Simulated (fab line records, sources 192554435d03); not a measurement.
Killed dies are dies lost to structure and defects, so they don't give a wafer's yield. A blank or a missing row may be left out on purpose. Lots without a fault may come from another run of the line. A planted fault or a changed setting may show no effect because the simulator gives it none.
fab line records | flow n5_finfet
record lots=14 wafers=42 last_day=18
route steps=1938 shown BEOL_M5@1183 BEOL_M6@1197
lots that met no fault: from a run of the same line without faults
start_h: hours from the record's first day to the start of the lot's first wafer shown | wait_h: hours since the lot's step before | " the same as in the row above | L1.1+2: a row that stands for several wafers | - no value, or no start given | * or withheld: withheld | < > ~ a bound
route shown NAME@n: a module of which the file shows steps, and the number in the route of the first | usual: mean/standard deviation of fault-free wafers | same: alike in all rows | chamber/n: place in a boat | sites: the reading at each site | _std_site: their standard deviation | _edge_site: outer sites' mean less inner sites' | radius_mm: how far each site lies from the wafer's centre | mask NAME#n: copy n | behind: the tool/chamber that last shaped the wafer | hold: why the lot was held/for how many hours/how that ended | device: the transistor (n, p or np) that didn't switch | end of line: the same wafers' tests at the end of the route | a step without rows: its recipe alone | killed: dies lost to structure and defects at the first sort, not the wafer's yield | map: a wafer's dies, x killed, . not, _ none there
set.NAME: the setting as run; set.NAME@STEP: as run at that earlier step | model.NAME: the simulator's own value behind a step, which no gauge read
steps of the route over a sample of lots; a table a step, a row a wafer
services: from which hour (start_h, from the record's first day; less than 0 if before it) a tool's chamber was out of use, for how many hours, and why
## steps
# step N5_BEOL_M5_SPUTTER_90
# recipe material=Cu target_thk_a=45 temp_c=-20 chamber_pressure_pa=0.07 power_w=withheld time_s=8.29
# usual throttle_valve_pct=29.9/1.2
# columns lot.wafer tool chamber start_h wait_h throttle_valve_pct
L487.1 pvd_sputter-01 - 184.91 0.5 27.7
L487.3 " - " " 30.6
L487.5 " - " " 27.7
L488.2 pvd_sputter-01 - 193.61 0.5 31.3
L488.3 " - " " 30.4
L488.5 " - " " 31.5
L491.2 pvd_sputter-01 - 224.00 0.5 28.0
L491.3 " - " " 30.3
L491.6 " - " " 30.3
L495.3 pvd_sputter-03 - 230.15 0.5 29.3
L495.4 " - " " 28.1
L495.5 " - " " 27.9
L500.2 pvd_sputter-01 - 269.90 0.5 31.3
L500.5 " - " " 30.2
L500.6 " - " " 31.3
L501.4 pvd_sputter-03 - 274.21 0.5 31.0
L501.5 " - " " 31.0
L501.6 " - " " 28.9
L502.1 pvd_sputter-01 - 279.73 0.5 29.9
L502.2 " - " " 27.9
L502.6 " - " " 31.3
L503.1 pvd_sputter-03 - 283.98 0.5 30.8
L503.3 " - " " 30.8
L503.5 " - " " 28.9
L504.1 pvd_sputter-03 - 296.90 0.5 28.9
L504.2 " - " " 28.2
L504.6 " - " " 30.8
L506.1 pvd_sputter-01 - 302.56 0.5 30.4
L506.5 " - " " 30.4
L506.6 " - " " 27.8
L505.1 pvd_sputter-02 - 305.00 0.5 28.1
L505.4 " - " " 30.8
L505.5 " - " " 30.8
L507.1 pvd_sputter-02 - 317.32 0.5 29.7
L507.2 " - " " 30.9
L507.4 " - " " 28.3
L508.2 pvd_sputter-01 - 320.25 0.5 31.4
L508.3 " - " " 27.9
L508.5 " - " " 30.4
L509.1 pvd_sputter-03 - 331.77 0.5 28.0
L509.3 " - " " 30.8
L509.5 " - " " 30.8
# step N5_BEOL_M6_PECVD_70
# recipe material=SiO2 target_thk_a=200 temp_c=400 precursor=TEOS/O2 pressure_torr=5.5 rf_w=450 teos_flow_sccm=53.8 gas=O2 flow_sccm=3000 time_s=22.7
# usual heater_power_w=697/82 rf_fwd_power_W=445.0/2.2 showerhead_plenum_p_Torr=8.76/0.058 throttle_valve_pct=21.8/1.1
# columns lot.wafer tool chamber start_h wait_h heater_power_w rf_fwd_power_W showerhead_plenum_p_Torr throttle_valve_pct
L487.1 pecvd-02 1 187.73 0.0 664 445.8 8.77 23.3
L487.3 " 2 " " 570 442.7 8.68 22.0
L487.5 " 0 " " 780 445.5 8.84 22.6
L488.2 pecvd-04 1 196.87 0.0 615 444.7 8.85 23.4
L488.3 " 1 " " 625 443.9 8.83 23.1
L488.5 " 1 " " 620 440.8 8.84 23.5
L491.2 pecvd-01 2 228.07 0.0 656 446.7 8.78 20.8
L491.3 " 2 " " 658 445.9 8.73 20.7
L491.6 " 2 " " 666 445.5 8.76 20.9
L495.3 pecvd-02 0 235.16 0.0 725 446.2 8.83 23.1
L495.4 " 1 " " 667 442.8 8.77 23.3
L495.5 " 2 " " 601 441.7 8.67 21.9
L500.2 pecvd-02 0 271.91 0.0 642 445.7 8.82 22.8
L500.5 " 1 " " 630 445.7 8.78 23.3
L500.6 " 0 " " 622 446.3 8.82 23.0
L501.4 pecvd-01 2 276.07 0.1 764 445.2 8.75 20.6
L501.5 " 0 " " 867 442.2 8.70 20.5
L501.6 " 1 " " 792 443.4 8.69 21.6
L502.1 pecvd-04 2 282.20 0.0 627 445.6 8.79 20.5
L502.2 " 0 " " 764 447.7 8.77 21.1
L502.6 " 2 " " 629 446.8 8.78 20.3
L503.1 pecvd-04 2 285.71 0.0 624 446.6 8.76 20.3
L503.3 " 1 " " 710 443.9 8.83 23.4
L503.5 " 0 " " 764 449.7 8.78 21.2
L504.1 pecvd-01 0 298.75 0.0 726 442.6 8.67 20.6
L504.2 " 1 " " 709 443.9 8.70 21.4
L504.6 " 1 " " 717 443.6 8.67 21.4
L506.1 pecvd-02 0 304.30 0.0 704 447.1 8.85 22.6
L506.5 " 1 " " 677 444.8 8.77 23.3
L506.6 " 2 " " 561 443.1 8.69 22.3
L505.1 pecvd-01 1 307.72 0.0 740 444.0 8.68 21.6
L505.4 " 2 " " 779 447.7 8.75 20.5
L505.5 " 1 " " 725 446.8 8.67 21.5
L507.1 pecvd-04 2 319.07 0.0 668 447.0 8.78 20.8
L507.2 " 1 " " 634 444.1 8.84 23.3
L507.4 " 0 " " 720 446.1 8.78 21.3
L508.2 pecvd-01 2 321.98 0.0 817 445.4 8.77 20.9
L508.3 " 1 " " 763 444.1 8.70 21.4
L508.5 " 1 " " 762 443.7 8.68 21.6
L509.1 pecvd-04 2 334.38 0.0 555 448.4 8.80 20.5
L509.3 " 0 " " 693 447.4 8.77 21.1
L509.5 " 0 " " 681 445.6 8.76 20.9
# step N5_BEOL_M6_CD_MEAS_11
# recipe target_cd_nm=38.5 landing_energy_ev=500 detector=se_inlens polarity=opening
# usual cd_nm=38.6/0.53
# columns lot.wafer tool chamber start_h wait_h cd_nm
L487.1 cd_sem-02 0 190.37 - 38.9
L487.3 " 0 " " 39.7
L487.5 " 0 " " 38.6
L488.2 cd_sem-02 0 199.68 - 38.7
L488.3 " 0 " " 38.4
L488.5 " 0 " " 38.2
L491.2 cd_sem-03 0 228.96 - 39.1
L491.3 " 0 " " 38.8
L491.6 " 0 " " 39.3
L495.3 cd_sem-01 0 235.95 - 38.4
L495.4 " 0 " " 37.9
L495.5 " 0 " " 38.2
L500.2 cd_sem-01 0 274.18 - 38.6
L500.5 " 0 " " 39.0
L500.6 " 0 " " 38.8
L501.4 cd_sem-02 0 278.42 - 39.5
L501.5 " 0 " " 38.3
L501.6 " 0 " " 38.5
L502.1 cd_sem-01 0 284.11 - 40.1
L502.2 " 0 " " 38.9
L502.6 " 0 " " 39.4
L503.1 cd_sem-03 0 287.11 - 38.5
L503.3 " 0 " " 39.3
L503.5 " 0 " " 38.7
L504.1 cd_sem-03 0 301.05 - 38.2
L504.2 " 0 " " 39.0
L504.6 " 0 " " 38.0
L506.1 cd_sem-02 0 304.83 - 38.1
L506.5 " 0 " " 39.4
L506.6 " 0 " " 38.9
L505.1 cd_sem-03 0 310.48 - 39.2
L505.4 " 0 " " 38.3
L505.5 " 0 " " 38.8
L507.1 cd_sem-02 0 321.41 - 39.1
L507.2 " 0 " " 39.8
L507.4 " 0 " " 38.1
L508.2 cd_sem-03 0 322.80 - 38.5
L508.3 " 0 " " 38.7
L508.5 " 0 " " 38.8
L509.1 cd_sem-02 0 335.38 - 37.8
L509.3 " 0 " " 38.1
L509.5 " 0 " " 38.6
# step N5_BEOL_M6_HM_OPEN_17
# recipe chemistry=Cl2/BCl3 target_depth_a=200 overetch_a=60 target=TiN mask_material=SOC ion_energy_ev=150 pressure_mtorr=10 icp_w=1000 bias_w=126 Cl2_flow_sccm=53.25 bcl3_flow_sccm=21.75 Ar_flow_sccm=25
# usual bcl3_flow_sccm=21.76/0.061 bias_w=126.0/0.38 drypump_motor_current_A=5.8/0.39 mfc_cl2_sccm=53.19/0.16 oes_product_au=0.62/0.081 rf_fwd_power_W=992/3.7 throttle_valve_pct=22.28/0.23
# columns lot.wafer tool chamber start_h wait_h bcl3_flow_sccm bias_w drypump_motor_current_A mfc_cl2_sccm oes_product_au rf_fwd_power_W rf_hours_counter_h throttle_valve_pct
L487.1 rie_metal-02 1 190.74 0.0 21.79 126.0 5.1 53.26 0.61 991 77 22.52
L487.3 " 0 " " 21.76 125.8 5.7 53.10 0.53 991 - 22.28
L487.5 " 1 " " 21.82 126.5 5.1 53.29 0.61 989 - 22.55
L488.2 rie_metal-02 0 200.08 0.0 21.66 125.6 5.7 52.99 0.53 993 126 22.28
L488.3 " 1 " " 21.75 126.4 5.1 53.21 0.61 988 - 22.53
L488.5 " 0 " " 21.75 125.4 5.7 53.16 0.53 992 - 22.30
L491.2 rie_metal-01 0 229.32 0.0 - - - - - - - -
L491.3 " 0 " " - - - - - - - -
L491.6 " 1 " " - - - - - - - -
L495.3 rie_metal-01 1 236.52 0.1 - - - - - - - -
L495.4 " 0 " " - - - - - - - -
L495.5 " 0 " " - - - - - - - -
L500.2 rie_metal-02 0 274.61 0.0 21.77 126.8 5.7 53.16 0.78 993 4 21.98
L500.5 " 0 " " 21.76 126.2 5.7 53.17 0.78 994 - 22.01
L500.6 " 1 " " 21.78 125.8 5.1 53.37 0.59 988 - 22.56
L501.4 rie_metal-01 0 278.82 0.1 21.73 125.4 6.1 53.16 0.53 994 - 22.50
L501.5 " 1 " " 21.85 125.8 5.9 53.45 0.59 999 - 22.01
L501.6 " 0 " " 21.79 125.3 6.1 53.30 0.53 1000 - 22.51
L502.1 rie_metal-02 1 284.62 0.0 21.80 125.6 5.1 53.04 0.59 993 90 22.55
L502.2 " 0 " " 21.71 125.9 5.7 53.22 0.78 993 6 21.99
L502.6 " 0 " " 21.85 126.0 5.7 53.19 0.77 991 - 21.98
L503.1 rie_metal-03 0 287.47 0.0 21.90 125.7 5.9 53.08 0.69 984 37 22.36
L503.3 " 0 " " 21.81 126.0 5.9 53.27 0.69 988 - 22.37
L503.5 " 0 " " 21.91 126.3 5.9 53.29 0.68 988 - 22.35
L504.1 rie_metal-01 1 301.44 0.0 21.74 126.1 6.0 53.18 0.59 996 87 21.99
L504.2 " 1 " " 21.75 125.6 5.9 53.30 0.58 999 - 22.01
L504.6 " 1 " " 21.77 126.5 5.9 53.37 0.59 992 - 22.02
L506.1 rie_metal-02 0 305.20 0.0 21.77 125.6 5.7 53.21 0.77 988 8 21.97
L506.5 " 1 " " 21.69 125.9 5.1 53.25 0.60 991 - 22.54
L506.6 " 0 " " 21.77 125.7 5.7 53.40 0.76 991 - 21.98
L505.1 rie_metal-02 1 310.85 0.0 21.89 125.8 5.1 53.22 0.59 991 92 22.55
L505.4 " 1 " " 21.82 125.7 5.1 52.97 0.59 991 - 22.57
L505.5 " 0 " " 21.75 125.7 5.7 53.02 0.75 994 - 21.97
L507.1 rie_metal-03 1 321.79 0.0 21.66 126.5 6.4 53.21 0.57 993 92 22.34
L507.2 " 0 " " 21.71 125.3 5.8 53.08 0.67 993 40 22.38
L507.4 " 1 " " 21.67 126.3 6.4 53.14 0.58 994 - 22.31
L508.2 rie_metal-01 1 323.24 0.0 21.75 126.5 6.0 53.23 0.59 996 91 22.01
L508.3 " 1 " " 21.70 125.9 6.0 53.25 0.58 994 - 22.01
L508.5 " 1 " " 21.76 125.6 5.9 52.90 0.58 997 - 21.98
L509.1 rie_metal-03 0 335.75 0.0 21.80 125.9 5.9 52.95 0.67 988 41 22.38
L509.3 " 1 " " 21.79 125.6 6.4 53.29 0.57 992 - 22.34
L509.5 " 1 " " 21.70 126.7 6.4 53.43 0.58 985 - 22.34
# step N5_BEOL_M6_CD_MEAS_18
# recipe pitch_nm=80 target_cd_nm=40
# usual cd_nm=40.1/0.77
# columns lot.wafer tool chamber start_h wait_h cd_nm
L487.1 cd_sem-03 - 191.08 0.0 40.7
L487.3 " - " " 40.5
L487.5 " - " " 39.4
L488.2 cd_sem-02 - 200.27 0.1 40.1
L488.3 " - " " 39.3
L488.5 " - " " 39.4
L491.2 cd_sem-03 - 229.50 0.1 -
L491.3 " - " " -
L491.6 " - " " -
L495.3 cd_sem-02 - 236.75 0.1 -
L495.4 " - " " -
L495.5 " - " " -
L500.2 cd_sem-01 - 274.79 0.1 40.4
L500.5 " - " " 40.3
L500.6 " - " " 40.7
L501.4 cd_sem-01 - 278.97 0.1 41.3
L501.5 " - " " 40.4
L501.6 " - " " 40.1
L502.1 cd_sem-03 - 284.80 0.0 42.0
L502.2 " - " " 40.6
L502.6 " - " " 41.4
L503.1 cd_sem-02 - 287.65 0.0 39.7
L503.3 " - " " 40.5
L503.5 " - " " 39.9
L504.1 cd_sem-01 - 301.71 0.0 39.0
L504.2 " - " " 40.9
L504.6 " - " " 39.9
L506.1 cd_sem-02 - 305.38 0.0 39.0
L506.5 " - " " 40.1
L506.6 " - " " 39.8
L505.1 cd_sem-03 - 311.19 0.0 40.3
L505.4 " - " " 39.6
L505.5 " - " " 40.6
L507.1 cd_sem-02 - 322.03 0.0 40.8
L507.2 " - " " 40.6
L507.4 " - " " 40.0
L508.2 cd_sem-03 - 323.42 0.1 39.8
L508.3 " - " " 39.6
L508.5 " - " " 40.6
L509.1 cd_sem-02 - 335.93 0.0 39.1
L509.3 " - " " 39.3
L509.5 " - " " 39.4
## services
# columns tool chamber start_h hours kind
pecvd-01 0 161.23 2.1 scheduled_down
pecvd-01 1 163.36 2.1 scheduled_down
rie_metal-03 - 174.36 2.8 pm
pecvd-01 2 176.43 2.1 scheduled_down
rie_metal-02 - 176.93 2.8 pm
pecvd-04 1 177.27 5.5 scheduled_down
pecvd-04 - 180.72 0.2 repair
rie_metal-02 0 181.74 5.7 repair
rie_metal-02 1 183.45 6.3 repair
pecvd-04 2 194.24 5.5 scheduled_down
rie_metal-03 - 195.21 10.0 pm
pecvd-04 2 205.86 5.5 scheduled_down
pecvd-01 2 208.98 16.5 scheduled_down
rie_metal-03 - 209.18 0.2 repair
rie_metal-02 0 218.21 - clean
rie_metal-02 0 218.21 22.4 scheduled_down
rie_metal-02 0 218.21 22.4 vent_cycle
pecvd-04 0 229.33 - calibration
rie_metal-03 - 240.62 28.1 pm
rie_metal-01 - 242.66 2.8 pm
pecvd-02 2 252.11 3.4 repair
pvd_sputter-03 - 254.06 7.5 repair
pecvd-02 - 257.22 1.5 repair
rie_metal-01 0 283.23 - clean
## key
first_sign step=N5_BEOL_M6_HM_OPEN_17 reading=tool_record direction=missing
effect step=N5_BEOL_M6_CD_MEAS_18 reading=cd_nm direction=missing
met_at N5_BEOL_M6_HM_OPEN_17
struck_lots L491,L495
later_rows_left_out L491.2,L491.3,L491.6,L495.3,L495.4,L495.5
sort_left_out L491.2,L491.3,L491.6,L495.3,L495.4,L495.5
not_acting_at N5_BEOL_M5_SPUTTER_90,N5_BEOL_M6_PECVD_70,N5_BEOL_M6_CD_MEAS_11
fault kind=skipped_step_whole tool=rie_metal-01 chamber=- onset_h=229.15 steps=N5_BEOL_M6_HM_OPEN_17 scope=struck_lots_only
# sort_left_out: the simulated sort isn't trusted on such a fault, so these wafers' sort isn't shown, and their yield isn't known
# later_rows_left_out: the simulator's readings of these wafers behind a module that went badly wrong aren't trusted and aren't shown, but for the sort
